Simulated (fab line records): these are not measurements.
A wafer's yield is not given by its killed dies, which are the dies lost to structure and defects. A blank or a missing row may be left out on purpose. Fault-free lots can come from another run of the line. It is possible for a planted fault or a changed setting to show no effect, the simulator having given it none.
Chamber matching || flow n5_finfet || rie_diel-06 running N5_BEOL_M12_ETCH_68: 4 sister chambers
The step etches SOC in N2/H2, time 285 s. 4 wafers are shown with their chamber, then 8 later ones without.

## WAFERS PAIRED WITH THEIR CHAMBERS
{"wafer": "L081.5", "chamber": 2, "showerhead_plenum_p_Torr (Torr)": 2.49}
{"wafer": "L087.4", "chamber": 1, "showerhead_plenum_p_Torr (Torr)": 2.58}
{"wafer": "L087.6", "chamber": 0, "showerhead_plenum_p_Torr (Torr)": 2.68}
{"wafer": "L088.2", "chamber": 3, "showerhead_plenum_p_Torr (Torr)": 2.53}

## WAFERS WITH NO CHAMBER GIVEN
{"wafer": "L088.4", "showerhead_plenum_p_Torr (Torr)": 2.67}
{"wafer": "L088.6", "showerhead_plenum_p_Torr (Torr)": 2.58}
{"wafer": "L093.4", "showerhead_plenum_p_Torr (Torr)": 2.48}
{"wafer": "L093.5", "showerhead_plenum_p_Torr (Torr)": 2.67}
{"wafer": "L093.6", "showerhead_plenum_p_Torr (Torr)": 2.58}
{"wafer": "L094.1", "showerhead_plenum_p_Torr (Torr)": 2.67}
{"wafer": "L094.4", "showerhead_plenum_p_Torr (Torr)": 2.52}
{"wafer": "L094.6", "showerhead_plenum_p_Torr (Torr)": 2.67}

## WHICH CHAMBER EACH ONE RAN IN
{"wafer": "L088.4", "from the rows above": 0, "in truth": 0}
{"wafer": "L088.6", "from the rows above": 1, "in truth": 1}
{"wafer": "L093.4", "from the rows above": 2, "in truth": 2}
{"wafer": "L093.5", "from the rows above": 0, "in truth": 0}
{"wafer": "L093.6", "from the rows above": 1, "in truth": 1}
{"wafer": "L094.1", "from the rows above": 0, "in truth": 0}
{"wafer": "L094.4", "from the rows above": 3, "in truth": 3}
{"wafer": "L094.6", "from the rows above": 0, "in truth": 0}
Placed correctly: 8 of 8. Left unplaced by these rows: 0. Wrongly placed: 0.
How it was worked out, from the rows above alone: a wafer's distance from a chamber is the root of the sum, over the readings, of the square of ((its reading less the chamber's mean) divided by the reading's scatter). The wafer belongs to the nearest chamber; if the next one is less than 2 further off, it can't be placed. For every chamber, the mean is computed from those of its wafers that are shown. The scatter (one wafer shown for each chamber): square how far every hidden wafer sits from the nearest shown wafer, average those squares and take the square root.
